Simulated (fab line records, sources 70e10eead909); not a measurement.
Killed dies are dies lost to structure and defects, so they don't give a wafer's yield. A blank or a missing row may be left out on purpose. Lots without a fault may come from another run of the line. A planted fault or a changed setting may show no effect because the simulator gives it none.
fab line records | flow nand_harc
record lots=24 wafers=72 last_day=24
route steps=1159 shown A_STAIRCASE@666 A_SLIT@781 A_WL_FILL@810
lots that met no fault: from a run of the same line without faults
start_h: hours from the record's first day to the start of the lot's first wafer shown | wait_h: hours since the lot's step before | " the same as in the row above | L1.1+2: a row that stands for several wafers | - no value, or no start given | * or withheld: withheld | < > ~ a bound
route shown NAME@n: a module of which the file shows steps, and the number in the route of the first | usual: mean/standard deviation of fault-free wafers | same: alike in all rows | chamber/n: place in a boat | sites: the reading at each site | _std_site: their standard deviation | _edge_site: outer sites' mean less inner sites' | radius_mm: how far each site lies from the wafer's centre | mask NAME#n: copy n | behind: the tool/chamber that last shaped the wafer | hold: why the lot was held/for how many hours/how that ended | device: the transistor (n, p or np) that didn't switch | end of line: the same wafers' tests at the end of the route | a step without rows: its recipe alone | killed: dies lost to structure and defects at the first sort, not the wafer's yield | map: a wafer's dies, x killed, . not, _ none there
set.NAME: the setting as run; set.NAME@STEP: as run at that earlier step | model.NAME: the simulator's own value behind a step, which no gauge read
steps of the route over a sample of lots; a table a step, a row a wafer
services: from which hour (start_h, from the record's first day; less than 0 if before it) a tool's chamber was out of use, for how many hours, and why
## steps
# step NHARC_A_STAIRCASE_HM_OPEN_460
# recipe o2_flow_sccm=400 cos_flow_sccm=20 ar_flow_sccm=0 rf_w=500 bias_w=300 chemistry=O2/COS
# usual drypump_motor_current_A=6.0/0.36 oes_product_au=1.002/0.01 rf_vpp_V=468/3.2 showerhead_plenum_p_Torr=3.18/0.15 throttle_valve_pct=28.330/0.0092
# columns lot.wafer tool chamber start_h wait_h drypump_motor_current_A oes_product_au rf_hours_counter_h rf_vpp_V showerhead_plenum_p_Torr throttle_valve_pct
L074.4 rie_diel-06 3 - - 6.0 1.012 1 469 3.27 28.336
L074.6 " 1 " " 6.0 0.997 - 473 3.37 28.323
L074.5 " 2 " " 5.4 1.007 - 469 3.19 28.329
L076.3 rie_diel-10 1 - - 5.7 0.995 35 472 3.35 28.340
L076.6 " 3 " " 5.9 0.998 - 462 2.90 28.325
L076.5 " 0 " " 6.2 1.006 - 471 3.29 28.325
L077.1 rie_diel-06 2 - - 5.5 1.004 8 469 3.18 28.337
L077.4 " 3 " " 6.0 1.022 9 470 3.26 28.332
L077.2 " 1 " " 6.0 1.016 8 471 3.37 28.342
L075.1 rie_diel-10 1 - - 5.7 1.003 36 473 3.35 28.332
L075.6 " 0 " " 6.2 1.007 - 471 3.29 28.330
L075.5 " 1 " " 5.7 0.998 - 472 3.35 28.333
L078.4 rie_diel-02 2 - - 5.2 0.986 45 465 3.08 28.335
L078.6 " 0 " " 6.1 0.981 - 464 2.99 28.325
L078.5 " 1 " " 5.4 1.001 - 466 3.03 28.322
L079.1 rie_diel-06 2 - - 5.5 1.008 10 468 3.18 28.333
L079.2 " 0 " " 6.5 0.977 12 467 3.08 28.354
L079.6 " 2 " " 5.5 0.993 - 468 3.18 28.334
L081.4 rie_diel-10 0 - - 6.2 1.011 29 472 3.29 28.327
L081.2 " 2 " " 6.4 1.010 28 469 3.22 28.318
L081.1 " 3 " " 6.0 1.006 35 465 2.89 28.345
L080.3 rie_diel-10 2 - - 6.4 1.012 31 468 3.22 28.312
L080.6 " 2 " " 6.4 0.997 - 468 3.22 28.308
L080.5 " 3 " " 6.0 1.002 - 461 2.89 28.331
L082.4 rie_diel-02 2 - - 5.2 0.987 51 467 3.08 28.328
L082.6 " 3 " " 6.3 0.988 - 467 3.14 28.321
L082.5 " 0 " " 6.1 0.988 - 463 2.98 28.339
L084.2 rie_diel-10 1 - - 5.7 0.999 48 471 3.35 28.330
L084.1 " 2 " " 6.4 0.985 38 470 3.21 28.321
L084.4 " 3 " " 5.9 0.997 46 463 2.89 28.342
L083.4 rie_diel-06 0 - - 6.4 0.984 22 466 3.07 28.329
L083.6 " 0 " " 6.4 0.985 - 467 3.07 28.332
L083.5 " 1 " " 6.0 1.002 - 471 3.36 28.324
L085.4 rie_diel-02 0 - - 6.1 0.994 63 463 2.98 28.323
L085.2 " 2 " " 5.2 1.000 58 466 3.07 28.338
L085.6 " 3 " " 6.3 0.999 - 469 3.14 28.344
L090.4 rie_diel-10 3 - - 5.9 0.996 57 461 2.88 28.329
L090.1 " 0 " " 6.2 0.994 50 470 3.27 28.324
L090.5 " 2 " " 6.4 0.990 - 470 3.21 28.331
L087.1 rie_diel-06 0 - - 6.5 0.992 35 465 3.07 28.319
L087.5 " 2 " " 5.5 1.007 - 469 3.17 28.336
L087.6 " 3 " " 6.0 1.019 - 470 3.25 28.336
L089.4 rie_diel-10 1 - - 5.6 1.004 62 472 3.34 28.346
L089.5 " 3 " " 5.9 1.013 - 462 2.88 28.326
L089.6 " 0 " " 6.2 1.018 - 471 3.27 28.342
L088.3 rie_diel-10 3 - - 6.0 0.993 58 463 2.88 28.331
L088.1 " 0 " " 6.2 0.991 52 469 3.27 28.326
L088.6 " 0 " " 6.2 1.008 - 471 3.27 28.329
L086.1 rie_diel-02 1 - - 5.4 1.019 1 466 3.02 28.312
L086.3 " 0 " " 6.0 1.005 1 465 2.98 28.326
L086.6 " 1 " " 5.4 1.013 - 465 3.02 28.332
L091.3 rie_diel-10 3 - - 6.0 0.995 63 462 2.88 28.331
L091.4 " 0 " " 6.2 1.008 57 471 3.27 28.321
L091.1 " 1 " " 5.7 1.007 66 471 3.34 28.317
L092.1 rie_diel-06 3 - - 6.0 1.022 39 469 3.25 28.329
L092.2 " 0 " " 6.5 0.997 40 467 3.07 28.344
L092.5 " 1 " " 6.0 1.008 - 473 3.35 28.337
L093.3 rie_diel-06 1 - - 6.0 1.004 45 472 3.35 28.316
L093.1 " 2 " " 5.4 1.009 41 468 3.17 28.337
L093.4 " 0 " " 6.4 0.979 44 468 3.06 28.327
L094.2 rie_diel-10 1 - - 5.7 1.018 4 471 3.34 28.344
L094.1 " 0 " " 6.2 1.000 4 470 3.27 28.320
L094.4 " 0 " " 6.2 0.998 - 472 3.27 28.319
L096.2 rie_diel-06 1 - - 6.0 1.018 49 472 3.35 28.340
L096.1 " 3 " " 6.0 1.006 47 470 3.24 28.329
L096.6 " 0 " " 6.5 0.989 - 466 3.06 28.304
L095.3 rie_diel-10 1 - - 5.7 1.012 5 473 3.34 28.340
L095.6 " 1 " " 5.7 1.015 - 471 3.33 28.329
L095.4 " 2 " " 6.4 0.995 - 469 3.20 28.340
L097.4 rie_diel-02 1 - - 5.4 1.000 22 464 3.01 28.321
L097.2 " 2 " " 5.2 0.999 20 466 3.06 28.325
L097.1 " 0 " " 6.1 0.996 25 464 2.97 28.331
# step NHARC_A_STAIRCASE_ETCH_294
# recipe target_depth_a=49920 time_s=1212.4 ion_energy_ev=800 c4f8_flow_sccm=80 o2_flow_sccm=60 ar_flow_sccm=withheld rf_w=600 bias_w=3000 chemistry=C4F8/O2/Ar
# usual oes_product_au=0.935/0.012 rf_vpp_V=1831/12
# columns lot.wafer tool chamber start_h wait_h oes_product_au rf_hours_counter_h rf_vpp_V
L074.4 rie_diel-06 0 - - 0.918 1 1825
L074.6 " 2 " " 0.938 - 1832
L074.5 " 3 " " 0.939 - 1839
L076.3 rie_diel-10 1 - - 0.928 35 1846
L076.6 " 3 " " 0.924 - 1807
L076.5 " 0 " " 0.922 - 1840
L077.4 rie_diel-06 3 - - 0.957 9 1839
L077.2 " 1 " " 0.956 8 1847
L077.1 " 2 " " 0.948 8 1833
L075.1 rie_diel-10 0 - - 0.935 28 1841
L075.5 " 0 " " 0.935 - 1840
L075.6 " 1 " " 0.929 - 1845
L078.4 rie_diel-02 2 - - 0.938 45 1823
L078.6 " 1 " " 0.933 - 1819
L078.5 " 2 " " 0.940 - 1823
L079.2 rie_diel-06 1 - - 0.935 11 1847
L079.1 " 3 " " 0.938 11 1839
L079.6 " 1 " " 0.942 - 1846
L081.1 rie_diel-10 1 - - 0.930 39 1845
L081.2 " 2 " " 0.966 28 1836
L081.4 " 3 " " 0.944 36 1808
L080.3 rie_diel-10 3 - - 0.924 38 1806
L080.5 " 2 " " 0.921 - 1835
L080.6 " 3 " " 0.924 - 1808
L082.4 rie_diel-02 2 - - 0.933 51 1823
L082.6 " 1 " " 0.918 - 1818
L082.5 " 2 " " 0.938 - 1823
L084.4 rie_diel-10 3 - - 0.925 46 1808
L084.2 " 0 " " 0.924 39 1841
L084.1 " 1 " " 0.923 48 1845
L083.4 rie_diel-06 1 - - 0.943 24 1846
L083.6 " 1 " " 0.952 - 1846
L083.5 " 2 " " 0.952 - 1832
L085.2 rie_diel-02 3 - - 0.926 64 1827
L085.4 " 0 " " 0.922 64 1815
L085.6 " 2 " " 0.926 - 1824
L090.1 rie_diel-10 3 - - 0.926 57 1806
L090.4 " 1 " " 0.930 62 1845
L090.5 " 3 " " 0.929 - 1807
L087.1 rie_diel-06 0 - - 0.923 35 1822
L087.5 " 3 " " 0.954 - 1839
L087.6 " 0 " " 0.926 - 1823
L089.4 rie_diel-10 1 - - 0.933 63 1844
L089.5 " 0 " " 0.941 - 1838
L089.6 " 1 " " 0.933 - 1845
L088.1 rie_diel-10 0 - - 0.937 53 1840
L088.3 " 1 " " 0.927 63 1845
L088.6 " 0 " " 0.927 - 1839
L086.1 rie_diel-02 0 - - 0.932 1 1814
L086.3 " 1 " " 0.930 1 1818
L086.6 " 0 " " 0.929 - 1815
L091.3 rie_diel-10 2 - - 0.921 55 1833
L091.4 " 3 " " 0.943 63 1805
L091.1 " 0 " " 0.926 57 1840
L092.2 rie_diel-06 1 - - 0.959 40 1846
L092.1 " 3 " " 0.961 40 1837
L092.5 " 1 " " 0.958 - 1846
L093.3 rie_diel-06 3 - - 0.945 44 1838
L093.4 " 0 " " 0.923 44 1822
L093.1 " 1 " " 0.947 45 1845
L094.1 rie_diel-10 0 - - 0.942 5 1839
L094.2 " 2 " " 0.941 4 1833
L094.4 " 2 " " 0.934 - 1833
L096.2 rie_diel-06 1 - - 0.939 49 1846
L096.1 " 3 " " 0.934 47 1837
L096.6 " 3 " " 0.937 - 1837
L095.3 rie_diel-10 2 - - 0.923 5 1833
L095.4 " 2 " " 0.926 - 1835
L095.6 " 1 " " 0.950 - 1844
L097.4 rie_diel-02 0 - - 0.937 25 1813
L097.2 " 1 " " 0.931 22 1816
L097.1 " 2 " " 0.925 20 1821
# step NHARC_A_STAIRCASE_HM_DEP_462
# recipe target_thk_a=8000 temp_c=400 material=aC
# usual throttle_valve_pct=35.000/0.0081
# columns lot.wafer tool chamber start_h wait_h throttle_valve_pct
L074.4 acl_dep-03 0 256.04 1.5 35.011
L074.5 " 0 " " 34.994
L074.6 " 0 " " 34.991
L076.3 acl_dep-03 0 273.66 1.2 34.996
L076.5 " 0 " " 35.008
L076.6 " 0 " " 35.012
L077.1 acl_dep-02 0 275.06 0.6 34.993
L077.2 " 0 " " 35.018
L077.4 " 0 " " 35.015
L075.1 acl_dep-03 0 276.87 0.1 35.006
L075.5 " 0 278.12 1.3 34.990
L075.6 " 0 " " 34.992
L078.4 acl_dep-03 0 279.67 1.4 35.004
L078.5 " 0 " " 35.020
L078.6 " 0 " " 35.006
L079.1 acl_dep-02 0 283.08 0.1 34.997
L079.2 " 0 " " 34.997
L079.6 " 0 284.60 1.6 34.999
L081.1 acl_dep-02 0 284.91 0.2 35.002
L081.2 " 0 " " 34.991
L081.4 " 0 " " 35.001
L080.3 acl_dep-02 0 291.29 0.7 35.002
L080.5 " 0 " " 34.996
L080.6 " 0 " " 35.004
L082.4 acl_dep-01 0 312.67 1.2 35.006
L082.5 " 0 " " 34.998
L082.6 " 0 " " 35.005
L084.1 acl_dep-03 0 314.91 0.5 35.005
L084.2 " 0 " " 35.000
L084.4 " 0 " " 34.979
L083.4 acl_dep-02 0 320.38 2.2 34.998
L083.5 " 0 " " 35.015
L083.6 " 0 " " 34.997
L085.2 acl_dep-01 0 325.26 1.3 34.989
L085.4 " 0 " " 34.992
L085.6 " 0 " " 35.005
L090.1 acl_dep-01 0 338.59 0.1 35.003
L090.4 " 0 " " 34.986
L090.5 " 0 " " 35.000
L087.1 acl_dep-02 0 339.71 0.1 35.016
L087.5 " 0 340.90 1.3 35.005
L087.6 " 0 " " 35.002
L089.4 acl_dep-02 0 342.43 2.1 34.999
L089.5 " 0 " " 35.003
L089.6 " 0 " " 35.019
L088.1 acl_dep-01 0 342.49 0.1 34.987
L088.3 " 0 " " 35.009
L088.6 " 0 " " 35.003
L086.1 acl_dep-03 0 343.87 0.5 34.996
L086.3 " 0 " " 34.989
L086.6 " 0 " " 34.997
L091.1 acl_dep-01 0 351.88 1.3 35.012
L091.3 " 0 " " 34.999
L091.4 " 0 " " 34.988
L092.1 acl_dep-01 0 361.44 2.8 34.991
L092.2 " 0 " " 35.000
L092.5 " 0 " " 34.996
L093.1 acl_dep-01 0 368.71 1.5 35.001
L093.3 " 0 " " 35.003
L093.4 " 0 " " 35.003
L094.1 acl_dep-03 0 378.52 0.1 35.001
L094.2 " 0 " " 35.012
L094.4 " 0 " " 35.004
L096.1 acl_dep-01 0 379.17 0.1 35.000
L096.2 " 0 " " 34.998
L096.6 " 0 380.67 1.6 35.017
L095.3 acl_dep-02 0 384.33 2.3 35.006
L095.4 " 0 " " 35.018
L095.6 " 0 " " 35.001
L097.1 acl_dep-01 0 399.95 0.1 34.991
L097.2 " 0 " " 34.995
L097.4 " 0 " " 35.003
# step NHARC_A_SLIT_DEP_23
# recipe target_thk_a=1000 target_thk_nm=100 temp_c=400 pressure_torr=3.5 flow_sccm=200 rf_w=350 material=SiON
# usual heater_power_w=699/68
# columns lot.wafer tool chamber start_h wait_h heater_power_w
L074.6 pecvd-03 1 313.19 0.1 641
L074.4 " 2 " " 778
L074.5 " 0 " " 642
L077.2 pecvd-02 0 332.81 1.3 557
L077.1 " 1 " " 715
L077.4 " 2 " " 728
L076.3 pecvd-03 0 333.44 1.0 782
L076.5 " 1 " " 671
L076.6 " 2 " " 850
L075.1 pecvd-03 1 334.61 1.9 699
L075.6 " 2 " " 822
L075.5 " 1 " " 708
L079.2 pecvd-03 2 341.99 1.3 751
L079.1 " 0 " " 775
L079.6 " 1 " " 743
L081.2 pecvd-01 0 342.46 1.4 636
L081.1 " 1 " " 724
L081.4 " 1 " " 756
L078.5 pecvd-03 2 344.23 0.7 732
L078.6 " 0 " " 695
L078.4 " 1 " " 622
L080.3 pecvd-02 1 361.52 1.1 638
L080.5 " 2 " " 723
L080.6 " 0 " " 534
L082.5 pecvd-02 1 372.02 0.4 677
L082.6 " 2 " " 731
L082.4 " 0 " " 617
L084.2 pecvd-01 1 377.58 1.3 729
L084.1 " 0 " " 748
L084.4 " 0 " " 728
L085.2 pecvd-03 0 383.95 1.3 720
L085.6 " 0 " " 724
L085.4 " 2 " " 878
L083.6 pecvd-02 2 383.96 0.1 777
L083.4 " 0 " " 641
L083.5 " 1 " " 729
L087.1 pecvd-03 0 398.17 1.7 729
L087.6 " 0 " " 745
L087.5 " 1 " " 730
L089.4 pecvd-02 2 398.20 0.8 711
L089.6 " 0 " " 641
L089.5 " 1 " " 674
L090.1 pecvd-02 0 398.56 1.7 623
L090.4 " 0 " " 630
L090.5 " 2 " " 674
L088.3 pecvd-02 2 407.06 1.0 727
L088.1 " 0 " " 634
L088.6 " 2 " " 761
L086.3 pecvd-01 1 407.25 1.0 664
L086.1 " 2 " " 784
L086.6 " 2 " " 762
L091.1 pecvd-02 1 407.28 1.7 708
L091.3 " 2 " " 639
L091.4 " 1 " " 706
L092.2 pecvd-03 0 427.77 1.6 720
L092.1 " 1 " " 675
L092.5 " 2 " " 725
L093.1 pecvd-02 0 438.92 1.6 643
L093.3 " 2 " " 628
L093.4 " 2 " " 633
L096.1 pecvd-03 1 445.20 1.7 638
L096.2 " 2 " " 869
L096.6 " 0 " " 762
L094.1 pecvd-01 1 446.05 1.7 669
L094.2 " 2 " " 792
L094.4 " 1 " " 685
L095.3 pecvd-01 0 446.38 1.0 707
L095.6 " 0 " " 710
L095.4 " 1 " " 762
L097.2 pecvd-01 0 465.21 1.3 635
L097.1 " 1 " " 739
L097.4 " 0 " " 658
# step NHARC_A_WL_FILL_RTA_01
# recipe temp_c=1000 time_s=5
# usual lamp_power_pct=32/3.5 lamp_zone_3_pct=32/3.5 wafer_temp_C_max=1005.5/2.6
# columns lot.wafer tool chamber start_h wait_h lamp_power_pct lamp_zone_3_pct wafer_temp_C_max
L074.4 rtp_anneal-01 0 325.29 - 28 28 1002.5
L074.5 " 0 " " 28 28 1002.4
L074.6 " 0 " " 28 28 1002.8
L077.1 rtp_anneal-02 0 345.68 - 35 35 1007.9
L077.2 " 0 " " 35 35 1007.7
L077.4 " 0 " " 35 35 1008.1
L076.3 rtp_anneal-01 0 345.90 - 28 28 1002.4
L076.5 " 0 " " 28 28 1003.5
L076.6 " 0 " " 28 28 1004.1
L075.1 rtp_anneal-02 0 348.29 - 35 35 1006.9
L075.5 " 0 " " 35 35 1008.7
L075.6 " 0 " " 35 35 1007.3
L079.1 rtp_anneal-02 0 354.33 - 35 35 1009.4
L079.2 " 0 " " 35 35 1006.4
L079.6 " 0 " " 35 35 1005.3
L081.1 rtp_anneal-01 0 354.50 - 28 28 1002.1
L081.2 " 0 " " 28 28 1002.7
L081.4 " 0 " " 28 28 1001.5
L078.4 rtp_anneal-02 0 354.62 - 35 35 1005.9
L078.5 " 0 " " 35 35 1005.3
L078.6 " 0 " " 35 35 1007.3
L080.3 rtp_anneal-01 0 376.20 - 28 28 1002.0
L080.5 " 0 " " 28 28 1002.5
L080.6 " 0 " " 28 28 1001.9
L082.4 rtp_anneal-01 0 384.43 - 28 28 1003.9
L082.5 " 0 " " 28 28 1002.5
L082.6 " 0 " " 28 28 1003.9
L084.1 rtp_anneal-01 0 390.75 - 28 28 1002.2
L084.2 " 0 " " 28 28 1003.0
L084.4 " 0 " " 28 28 1002.2
L083.4 rtp_anneal-01 0 396.31 - 28 28 1004.0
L083.5 " 0 " " 28 28 1002.8
L083.6 " 0 " " 28 28 1002.6
L085.2 rtp_anneal-02 0 396.41 0.3 35 35 1006.8
L085.4 " 0 " " 35 35 1007.6
L085.6 " 0 " " 35 35 1008.3
L087.1 rtp_anneal-01 0 410.36 - 28 28 1002.3
L087.5 " 0 " " 28 28 1002.5
L087.6 " 0 " " 28 28 1002.7
L089.4 rtp_anneal-02 0 410.44 - 35 35 1009.3
L089.5 " 0 " " 35 35 1011.4
L089.6 " 0 " " 35 35 1007.2
L090.1 rtp_anneal-01 0 410.53 - 28 28 1003.4
L090.4 " 0 " " 28 28 1002.4
L090.5 " 0 " " 28 28 1003.6
L086.1 rtp_anneal-02 0 421.18 - 35 35 1006.1
L086.3 " 0 " " 35 35 1006.6
L086.6 " 0 " " 35 35 1007.1
L091.1 rtp_anneal-02 0 421.35 - 35 35 1008.0
L091.3 " 0 " " 35 35 1009.7
L091.4 " 0 " " 35 35 1006.7
L088.1 rtp_anneal-02 0 421.52 - 35 35 1006.2
L088.3 " 0 " " 35 35 1007.3
L088.6 " 0 " " 35 35 1008.2
L092.1 rtp_anneal-02 0 440.07 - 35 35 1009.7
L092.2 " 0 " " 35 35 1009.7
L092.5 " 0 " " 35 35 1007.5
L093.1 rtp_anneal-02 0 451.29 - 35 35 1008.6
L093.3 " 0 " " 35 35 1007.8
L093.4 " 0 " " 35 35 1006.5
L096.1 rtp_anneal-02 0 457.25 - 35 35 1006.9
L096.2 " 0 " " 35 35 1009.8
L096.6 " 0 " " 35 35 1007.5
L095.3 rtp_anneal-02 0 457.48 - 35 35 1007.8
L095.4 " 0 " " 35 35 1006.4
L095.6 " 0 " " 35 35 1007.2
L094.1 rtp_anneal-01 0 457.56 - 28 28 1002.0
L094.2 " 0 " " 28 28 1001.8
L094.4 " 0 " " 28 28 1002.0
L097.1 rtp_anneal-02 0 477.40 - 35 35 1007.2
L097.2 " 0 " " 35 35 1007.6
L097.4 " 0 " " 35 35 1007.6
# step NHARC_A_WL_FILL_ETCHBACK_04
# recipe target_depth_a=600 time_s=120 chemistry=NF3
# usual drypump_motor_current_A=5.7/0.35 oes_product_au=1.003/0.008
# columns lot.wafer tool chamber start_h wait_h drypump_motor_current_A oes_product_au rf_hours_counter_h
L074.4 rie_metal-03 1 329.22 2.0 5.5 0.998 -
L074.6 " 1 " " 5.5 0.997 -
L074.5 " 0 " " 5.9 1.016 -
L077.2 rie_metal-01 1 355.12 2.9 5.6 0.997 0.2
L077.1 " 0 " " 6.2 1.005 0.2
L077.4 " 0 " " 6.2 0.996 -
L076.3 rie_metal-02 1 358.04 1.5 5.6 0.993 -
L076.5 " 0 " " 5.0 1.004 -
L076.6 " 1 " " 5.6 0.989 -
L075.1 rie_metal-01 0 358.77 2.4 6.1 1.003 0.5
L075.6 " 0 " " 6.1 1.006 -
L075.5 " 1 " " 5.6 1.003 -
L079.1 rie_metal-03 0 360.78 2.4 5.9 1.016 2.0
L079.2 " 1 " " 5.5 1.001 2.0
L079.6 " 0 " " 5.9 1.018 -
L081.2 rie_metal-02 1 361.62 2.4 5.6 0.994 4.6
L081.1 " 0 " " 5.0 1.009 4.6
L081.4 " 1 " " 5.6 0.995 -
L078.4 rie_metal-02 1 363.67 2.0 5.6 1.008 -
L078.5 " 1 " " 5.6 0.998 -
L078.6 " 0 " " 5.0 1.002 -
L080.3 rie_metal-03 1 392.22 3.3 5.5 0.998 -
L080.6 " 0 " " 5.9 1.013 -
L080.5 " 1 " " 5.5 1.000 -
L082.4 rie_metal-02 1 408.25 1.5 5.6 0.993 -
L082.5 " 1 " " 5.6 0.997 -
L082.6 " 0 " " 5.0 1.010 -
L084.2 rie_metal-03 1 412.06 2.8 5.5 1.001 2.8
L084.1 " 0 " " 5.9 1.011 2.8
L084.4 " 0 " " 5.9 1.020 -
L083.4 rie_metal-02 1 413.26 2.0 5.6 1.000 -
L083.5 " 0 " " 5.0 1.007 -
L083.6 " 1 " " 5.6 1.000 -
L085.2 rie_metal-01 0 414.86 2.8 6.1 1.003 1.5
L085.4 " 0 " " 6.2 1.003 -
L085.6 " 1 " " 5.7 1.002 -
L089.4 rie_metal-02 1 418.73 2.0 5.6 1.012 -
L089.5 " 1 " " 5.6 1.006 -
L089.6 " 0 " " 5.0 1.010 -
L087.1 rie_metal-01 1 418.87 2.4 5.7 1.009 1.8
L087.5 " 1 " " 5.7 1.021 -
L087.6 " 0 " " 6.2 1.011 -
L090.1 rie_metal-01 0 422.03 2.8 6.1 0.995 2.0
L090.4 " 1 " " 5.7 1.010 -
L090.5 " 0 " " 6.1 1.009 -
L086.1 rie_metal-02 0 425.75 2.9 5.0 1.015 0.8
L086.3 " 1 " " 5.6 0.989 -
L086.6 " 0 " " 5.0 1.001 -
L091.1 rie_metal-01 1 427.31 2.8 5.7 1.002 2.3
L091.3 " 1 " " 5.7 1.003 -
L091.4 " 0 " " 6.1 0.994 -
L088.1 rie_metal-03 0 428.59 2.4 5.9 0.997 3.6
L088.3 " 1 " " 5.6 1.005 -
L088.6 " 0 " " 5.9 1.005 -
L092.2 rie_metal-03 1 446.03 2.4 5.5 1.008 4.1
L092.1 " 0 " " 5.9 0.996 4.1
L092.5 " 0 " " 5.9 1.001 -
L093.1 rie_metal-01 0 456.98 2.9 6.1 0.992 3.3
L093.4 " 1 " " 5.7 1.005 -
L093.3 " 0 " " 6.2 1.012 -
L096.1 rie_metal-01 0 461.20 2.8 6.2 1.007 3.5
L096.2 " 1 " " 5.7 0.996 3.5
L096.6 " 0 " " 6.2 0.989 -
L095.3 rie_metal-01 0 461.49 1.5 6.1 1.007 -
L095.4 " 1 " " 5.6 0.995 -
L095.6 " 0 " " 6.2 1.002 -
L094.1 rie_metal-03 1 464.28 2.9 5.6 1.003 0.0
L094.2 " 0 " " 5.9 0.991 0.0
L094.4 " 1 " " 5.5 1.001 -
L097.1 rie_metal-03 0 484.05 2.8 5.9 0.986 0.5
L097.2 " 1 " " 5.5 1.004 0.5
L097.4 " 0 " " 5.9 0.990 -
## services
# columns tool chamber start_h hours kind
rie_diel-10 0 232.39 22.6 repair
rie_diel-06 - 241.43 9.0 pm
pecvd-03 0 264.62 6.3 repair
pecvd-03 - 292.16 13.0 pm
acl_dep-01 - 295.04 13.0 pm
rtp_anneal-02 - 300.00 12.0 pm
rie_diel-10 - 310.41 0.8 repair
rie_diel-02 - 329.09 9.0 pm
rie_metal-01 - 332.11 9.0 pm
pecvd-02 - 334.22 13.0 pm
rie_diel-10 - 353.53 9.0 pm
rie_diel-10 3 367.24 13.3 repair
rie_diel-10 1 386.81 5.0 repair
rie_diel-06 - 390.24 1.4 repair
rie_diel-06 - 418.43 9.0 pm
rie_diel-02 3 427.16 5.2 repair
pecvd-03 2 428.21 7.2 repair
rie_diel-10 0 438.69 3.4 repair
rie_diel-06 2 464.28 9.1 repair
pecvd-03 - 466.14 0.5 repair
acl_dep-01 - 467.59 6.0 repair
pecvd-03 - 471.80 0.6 repair
rie_diel-10 2 475.35 13.3 repair
rie_diel-10 0 483.06 3.2 repair
## key
fault none
